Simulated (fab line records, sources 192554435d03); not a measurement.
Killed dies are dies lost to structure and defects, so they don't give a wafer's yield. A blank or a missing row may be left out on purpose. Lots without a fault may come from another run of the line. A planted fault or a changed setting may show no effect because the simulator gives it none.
fab line records | flow n5_finfet
record lots=6 wafers=16 last_day=18
route steps=1938 shown TV_LITHO@1878 TV_OPEN@1887
lots that met no fault: from a run of the same line without faults
start_h: hours from the record's first day to the start of the lot's first wafer shown | wait_h: hours since the lot's step before | " the same as in the row above | L1.1+2: a row that stands for several wafers | - no value, or no start given | * or withheld: withheld | < > ~ a bound
route shown NAME@n: a module of which the file shows steps, and the number in the route of the first | usual: mean/standard deviation of fault-free wafers | same: alike in all rows | chamber/n: place in a boat | sites: the reading at each site | _std_site: their standard deviation | _edge_site: outer sites' mean less inner sites' | radius_mm: how far each site lies from the wafer's centre | mask NAME#n: copy n | behind: the tool/chamber that last shaped the wafer | hold: why the lot was held/for how many hours/how that ended | device: the transistor (n, p or np) that didn't switch | end of line: the same wafers' tests at the end of the route | a step without rows: its recipe alone | killed: dies lost to structure and defects at the first sort, not the wafer's yield | map: a wafer's dies, x killed, . not, _ none there
set.NAME: the setting as run; set.NAME@STEP: as run at that earlier step | model.NAME: the simulator's own value behind a step, which no gauge read
lots at some steps of the route; a table a step, a row a wafer
services: from which hour (start_h, from the record's first day; less than 0 if before it) a tool's chamber was out of use, for how many hours, and why
## steps
# step N5_PASSIVATION_SOFTBAKE_05
# recipe temp_c=100 time_s=90
# step N5_PASSIVATION_EXPOSE_07
# recipe mask_id=TV na=0.55 source_shape=conventional sigma_outer=0.8 polarization=unpolarized defocus_nm=0 target_cd_nm=3000 dose_mj=22.75
# step N5_PASSIVATION_PEB_08
# recipe peb_temp_c=withheld peb_time_s=*
# step N5_PASSIVATION_DEVELOP_09
# recipe develop_time_s=60 rinse_liquid=diw dry=air_spin dev_temp_c=21
# step N5_PASSIVATION_HARDBAKE_11
# recipe temp_c=130 time_s=120
# step N5_PASSIVATION_CD_MEAS_10
# recipe target_cd_nm=3000 landing_energy_ev=500 detector=se_inlens
# usual cd_nm=2998.3/2.7
# columns lot.wafer tool chamber start_h wait_h cd_nm
L976.2 cd_sem-01 0 256.24 - 2993.6
L976.3 " 0 " " 2994.7
L976.5 " 0 " " 2995.5
L977.1 cd_sem-01 0 280.02 - 2995.8
L977.5 " 0 " " 2996.7
L977.6 " 0 " " 2997.0
L992.3 cd_sem-03 0 386.11 - 3000.6
L992.5 " 0 " " 2996.6
L994.4 cd_sem-01 0 393.19 - 2999.1
L994.5 " 0 " " 2998.7
L997.1 cd_sem-02 0 413.30 - 3002.3
L997.3 " 0 " " 2996.0
L997.6 " 0 " " 2997.7
L996.1 cd_sem-03 0 413.46 - 2997.8
L996.4 " 0 " " 2996.2
L996.6 " 0 " " 2995.1
# step N5_PASSIVATION_OVL_MEAS_60
# recipe points_per_wafer=44
# usual TV_OVL=2/5.6
# columns lot.wafer tool chamber start_h wait_h TV_OVL[nm]
L976.2 overlay-02 0 256.27 0.0 -1
L976.3 " 0 " " 9
L976.5 " 0 " " 5
L977.1 overlay-02 0 280.05 0.0 -11
L977.5 " 0 " " -5
L977.6 " 0 " " 1
L992.3 overlay-02 0 386.14 0.0 8
L992.5 " 0 " " -4
L994.4 overlay-02 0 393.22 0.0 2
L994.5 " 0 " " 12
L997.1 overlay-01 0 413.33 0.0 -3
L997.3 " 0 " " -2
L997.6 " 0 " " -13
L996.1 overlay-02 0 413.49 0.0 -3
L996.4 " 0 " " 3
L996.6 " 0 " " -1
# step N5_PASSIVATION_INSPECT_61
# recipe mode=adi inspect_instrument=macro
# usual raw_defect_count=2.1/1.4
# columns lot.wafer tool chamber start_h wait_h raw_defect_count
L976.2 defect_inspect-01 - 256.29 0.0 0
L976.3 " - " " 2
L976.5 " - " " 1
L977.1 defect_inspect-02 - 280.08 0.0 1
L977.5 " - " " 4
L977.6 " - " " 0
L992.3 defect_inspect-01 - 386.16 0.0 3
L992.5 " - " " 1
L994.4 defect_inspect-01 - 393.25 0.0 3
L994.5 " - " " 4
L997.1 defect_inspect-02 - 413.35 0.0 1
L997.3 " - " " 1
L997.6 " - " " 2
L996.1 defect_inspect-02 - 413.51 0.0 1
L996.4 " - " " 1
L996.6 " - " " 5
# step N5_PASSIVATION_DESCUM_12
# recipe chemistry=O2 time_s=7.9 source_power_w=50 bias_power_w=20 pressure_mtorr=20 rf_frequency_hz=2.712e+07 temp_c=40 o2_flow_sccm=225
# usual drypump_motor_current_A=5.9/0.46 oes_product_au=0.78/0.095 rf_vpp_V=243.0/1.6 showerhead_plenum_p_Torr=2.07/0.088 throttle_valve_pct=20.4/0.33
# same time_s=7.9
# columns lot.wafer tool chamber start_h wait_h drypump_motor_current_A oes_product_au rf_hours_counter_h rf_vpp_V showerhead_plenum_p_Torr throttle_valve_pct
L976.2 rie_diel-01 2 256.32 0.0 5.4 0.71 209 243.4 2.19 20.7
L976.3 " 3 " " 5.4 0.75 158 243.6 2.08 20.8
L976.5 " 3 " " 5.4 0.76 - 242.5 2.08 20.8
L977.1 rie_diel-06 2 280.11 0.0 5.6 0.95 14 242.0 2.05 20.6
L977.5 " 2 " " 5.6 0.94 - 243.0 2.05 20.6
L977.6 " 3 " " 5.9 0.75 - 241.6 1.91 20.1
L992.3 rie_diel-01 1 386.25 0.1 5.5 0.82 60 244.7 2.10 20.3
L992.5 " 3 " " 5.4 0.72 - 242.4 2.07 20.8
L994.4 rie_diel-01 0 393.57 0.3 5.5 0.89 - 242.8 2.05 20.4
L994.5 " 3 " " 5.4 0.72 - 243.8 2.07 20.8
L997.1 rie_diel-06 2 413.54 0.2 5.7 0.88 51 241.9 2.03 20.7
L997.3 " 1 " " 6.5 0.79 106 244.5 2.17 20.3
L997.6 " 0 " " 6.5 0.98 - 246.0 2.24 19.8
L996.1 rie_diel-03 1 413.81 0.3 6.8 0.97 10 244.7 2.24 20.4
L996.4 " 1 " " 6.8 0.98 - 245.9 2.24 20.4
L996.6 " 0 " " 5.8 0.71 - 244.2 2.16 21.0
# step N5_PASSIVATION_PASS_ETCH_74
# recipe chemistry=CF4/O2 target=SiNx target_depth_a=2200 time_s=110 ion_energy_ev=100 pressure_mtorr=40 source_w=535 bias_w=49 Ar_flow_sccm=100 cf4_flow_sccm=100 O2_flow_sccm=10
# usual O2_flow_sccm=10.003/0.029 drypump_motor_current_A=5.9/0.46 oes_product_au=0.78/0.095 rf_vpp_V=239/7.7 showerhead_plenum_p_Torr=2.19/0.088 throttle_valve_pct=16.08/0.28
# same time_s=110
# columns lot.wafer tool chamber start_h wait_h O2_flow_sccm drypump_motor_current_A oes_product_au rf_hours_counter_h rf_vpp_V showerhead_plenum_p_Torr throttle_valve_pct
L976.2 rie_diel-01 2 256.39 0.0 10.026 5.4 0.71 209 245 2.27 16.14
L976.3 " 3 " " 10.058 5.4 0.74 158 240 2.22 16.42
L976.5 " 3 " " 10.002 5.4 0.74 - 239 2.22 16.43
L977.1 rie_diel-06 2 280.18 0.0 9.966 5.6 0.94 14 241 2.16 16.08
L977.5 " 2 " " 9.984 5.7 0.94 - 242 2.16 16.06
L977.6 " 3 " " 10.016 5.9 0.76 - 229 2.04 15.78
L992.3 rie_diel-01 1 386.32 0.0 9.988 5.5 0.85 60 235 2.24 16.08
L992.5 " 3 " " 9.981 5.4 0.71 - 239 2.21 16.50
L994.4 rie_diel-01 0 393.69 0.1 10.033 5.5 0.89 - 236 2.18 15.96
L994.5 " 3 " " 9.925 5.4 0.70 - 239 2.20 16.51
L997.1 rie_diel-06 2 413.60 0.0 10.043 5.6 0.88 51 243 2.14 16.15
L997.3 " 1 " " 10.026 6.5 0.78 106 243 2.30 15.99
L997.6 " 0 " " 10.023 6.5 1.00 - 235 2.34 15.33
L996.1 rie_diel-03 1 413.87 0.0 9.974 6.8 1.00 10 239 2.35 15.93
L996.4 " 1 " " 10.017 6.8 1.00 - 242 2.35 15.94
L996.6 " 0 " " 10.004 5.7 0.69 - 247 2.26 16.43
# step N5_PASSIVATION_VIA_ETCH_13
# recipe chemistry=CHF3/O2 target=SiO2 target_depth_a=6600 CHF3_flow_sccm=50 O2_flow_sccm=5 Ar_flow_sccm=200 time_s=330 mask_material=PR pressure_mtorr=30 source_w=650 bias_w=170 ion_energy_ev=200 ends=cleared
# usual O2_flow_sccm=4.998/0.015 drypump_motor_current_A=5.9/0.46 etch_rf_on_time_s=235/6.1 oes_product_au=0.70/0.086 rf_vpp_V=521/16 showerhead_plenum_p_Torr=2.40/0.096 throttle_valve_pct=18.99/0.25
# columns lot.wafer tool chamber start_h wait_h O2_flow_sccm drypump_motor_current_A etch_rf_on_time_s oes_product_au rf_hours_counter_h rf_vpp_V showerhead_plenum_p_Torr throttle_valve_pct
L976.2 rie_diel-01 2 256.48 0.0 5.019 5.4 234 0.64 209 531 2.49 19.05
L976.3 " 3 " " 5.031 5.4 236 0.68 158 518 2.41 19.24
L976.5 " 3 " " 4.998 5.4 236 0.67 - 517 2.41 19.23
L977.1 rie_diel-06 2 280.27 0.0 4.977 5.6 229 0.85 14 526 2.37 19.13
L977.5 " 2 " " 4.978 5.6 230 0.85 - 528 2.37 19.12
L977.6 " 3 " " 5.011 5.8 239 0.68 - 498 2.23 18.69
L992.3 rie_diel-01 1 386.41 0.0 5.004 5.5 236 0.76 60 516 2.45 19.03
L992.5 " 3 " " 4.997 5.4 239 0.64 - 517 2.39 19.29
L994.4 rie_diel-01 0 393.88 0.1 4.980 5.5 234 0.80 - 508 2.37 18.86
L994.5 " 3 " " 5.015 5.4 236 0.64 - 518 2.39 19.31
L997.1 rie_diel-06 2 413.69 0.0 4.994 5.6 228 0.80 51 527 2.36 19.17
L997.3 " 1 " " 5.000 6.5 235 0.71 106 527 2.53 18.95
L997.6 " 0 " " 4.995 6.5 233 0.89 - 510 2.57 18.25
L996.1 rie_diel-03 1 413.97 0.0 4.985 6.8 221 0.89 10 524 2.57 18.86
L996.4 " 1 " " 4.970 6.8 226 0.89 - 524 2.57 18.86
L996.6 " 0 " " 5.014 5.7 238 0.63 - 535 2.47 19.37
# step N5_PASSIVATION_STRIP_14
# recipe chemistry=O2 power_w=600 temp_c=60 pressure_mtorr=30 rf_frequency_hz=6e+07 bias_power_w=0 overash_fraction=0.5 o2_flow_sccm=225
# usual drypump_motor_current_A=5.9/0.46 oes_product_au=0.78/0.094 rf_vpp_V=3.6/0.89 showerhead_plenum_p_Torr=2.07/0.088 throttle_valve_pct=16.71/0.3
# columns lot.wafer tool chamber start_h wait_h drypump_motor_current_A oes_product_au rf_hours_counter_h rf_vpp_V showerhead_plenum_p_Torr throttle_valve_pct
L976.2 rie_diel-01 2 256.68 0.1 5.4 0.70 209 3.6 2.19 17.00
L976.3 " 3 " " 5.4 0.75 158 2.6 2.09 16.98
L976.5 " 3 " " 5.4 0.75 - 4.4 2.09 17.01
L977.1 rie_diel-06 2 280.47 0.1 5.6 0.95 14 3.9 2.05 16.75
L977.5 " 2 " " 5.6 0.94 - 4.4 2.05 16.79
L977.6 " 3 " " 5.9 0.76 - 3.7 1.92 16.36
L992.3 rie_diel-01 1 386.60 0.1 5.5 0.83 61 3.0 2.10 16.59
L992.5 " 3 " " 5.4 0.72 - 3.2 2.07 17.09
L994.4 rie_diel-01 0 394.09 0.1 5.5 0.89 - 2.8 2.06 16.60
L994.5 " 3 " " 5.5 0.71 - 3.3 2.07 17.09
L997.1 rie_diel-06 2 413.89 0.1 5.6 0.89 51 2.7 2.04 16.88
L997.3 " 1 " " 6.5 0.80 106 4.4 2.17 16.58
L997.6 " 0 " " 6.5 0.98 - 4.1 2.24 16.05
L996.1 rie_diel-03 1 414.16 0.1 6.8 0.97 10 3.6 2.25 16.63
L996.4 " 1 " " 6.8 0.96 - 3.3 2.25 16.66
L996.6 " 0 " " 5.7 0.69 - 4.1 2.16 17.16
# step N5_PASSIVATION_ETCH_15
# recipe chemistry=CF4/N2 target=SiCN target_depth_a=750 taper_deg=2 time_s=81.2 ion_energy_ev=150 mask_material=SiNx pressure_mtorr=40 source_w=430 bias_w=70 Ar_flow_sccm=100 cf4_flow_sccm=60 n2_flow_sccm=60
# usual drypump_motor_current_A=5.9/0.46 n2_flow_sccm=60.02/0.19 oes_product_au=0.77/0.095 rf_vpp_V=381.8/2.2 showerhead_plenum_p_Torr=2.19/0.089 throttle_valve_pct=15.54/0.26
# same time_s=81.2
# columns lot.wafer tool chamber start_h wait_h drypump_motor_current_A n2_flow_sccm oes_product_au rf_hours_counter_h rf_vpp_V showerhead_plenum_p_Torr throttle_valve_pct model.etch.depth_nm
L976.2 rie_diel-01 2 256.72 - 5.4 60.54 0.70 209 383.2 2.27 15.61 62.57
L976.3 " 3 " " 5.4 59.88 0.74 158 381.3 2.22 15.88 64.94
L976.5 " 3 " " 5.4 59.65 0.75 - 382.3 2.22 15.86 64.64
L977.1 rie_diel-06 2 280.51 - 5.7 60.07 0.94 14 382.9 2.15 15.50 66.95
L977.5 " 2 " " 5.7 60.03 0.94 - 380.2 2.15 15.51 67.17
L977.6 " 3 " " 5.9 59.92 0.76 - 377.3 2.04 15.22 66.98
L992.3 rie_diel-01 1 386.64 - 5.5 60.21 1.04 61 383.5 2.24 15.50 89.87
L992.5 " 3 " " 5.4 60.10 0.71 - 382.4 2.21 15.97 63.93
L994.4 rie_diel-01 0 394.18 - 5.5 59.78 1.09 - 381.5 2.18 15.39 88.1
L994.5 " 3 " " 5.4 59.88 0.70 - 381.2 2.21 15.96 63.29
L997.1 rie_diel-06 2 413.93 - 5.6 60.15 0.87 51 381.2 2.14 15.57 67.83
L997.3 " 1 " " 6.5 60.23 0.77 106 383.1 2.31 15.48 62.37
L997.6 " 0 " " 6.5 60.23 1.00 - 386.0 2.35 14.81 68.7
L996.1 rie_diel-03 1 414.20 - 6.8 59.87 1.00 10 385.4 2.35 15.37 68.28
L996.4 " 1 " " 6.8 59.92 0.99 - 386.0 2.35 15.37 68.21
L996.6 " 0 " " 5.7 60.02 0.69 - 384.2 2.26 15.89 62.38
# step N5_PASSIVATION_STRIP_73
# recipe chemistry=post_etch_residue_remover time_s=60 temp_c=25 remover_ph=withheld remover_water_wt_pct=withheld remover_fluoride_wt_pct=withheld
## services
# columns tool chamber start_h hours kind
rie_diel-01 0 267.70 - clean
rie_diel-01 0 267.70 - consumable_replace:focus_ring
rie_diel-01 0 267.70 39.1 scheduled_down
rie_diel-01 0 267.70 39.1 vent_cycle
rie_diel-01 1 293.98 4.3 repair
rie_diel-03 - 297.78 2.8 pm
rie_diel-01 - 333.66 2.8 pm
rie_diel-03 2 348.96 - clean
rie_diel-03 2 348.96 - consumable_replace:focus_ring
rie_diel-03 2 348.96 17.4 scheduled_down
rie_diel-03 2 348.96 17.4 vent_cycle
rie_diel-03 1 366.36 - clean
rie_diel-03 1 366.36 - consumable_replace:focus_ring
rie_diel-06 2 371.77 13.6 repair
rie_diel-01 2 386.25 - clean
rie_diel-01 2 386.25 - consumable_replace:focus_ring
rie_diel-01 2 386.25 18.6 scheduled_down
rie_diel-01 2 386.25 18.6 vent_cycle
rie_diel-01 1 388.45 10.8 repair
rie_diel-06 0 391.23 - clean
rie_diel-06 0 391.23 - consumable_replace:focus_ring
rie_diel-06 0 391.23 - consumable_replace:showerhead
rie_diel-06 0 391.23 16.9 scheduled_down
rie_diel-06 0 391.23 16.9 vent_cycle
## key
first_sign step=N5_PASSIVATION_ETCH_15 reading=oes_product_au direction=up sigmas=3.1 usual=0.77 struck=1.07
effect none on later readings
model_effect step=N5_PASSIVATION_ETCH_15 value=etch.depth_nm without=64.76 struck=88.98
met_at N5_PASSIVATION_ETCH_15
struck_wafers L992.3,L994.4
onset_between 256.72 386.64
fault kind=process_parameter_drift tool=rie_diel-01 chamber=- onset_h=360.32 steps=N5_PASSIVATION_ETCH_15 channel=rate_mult offset=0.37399 shape=step end_h=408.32 scope=struck_wafers_only
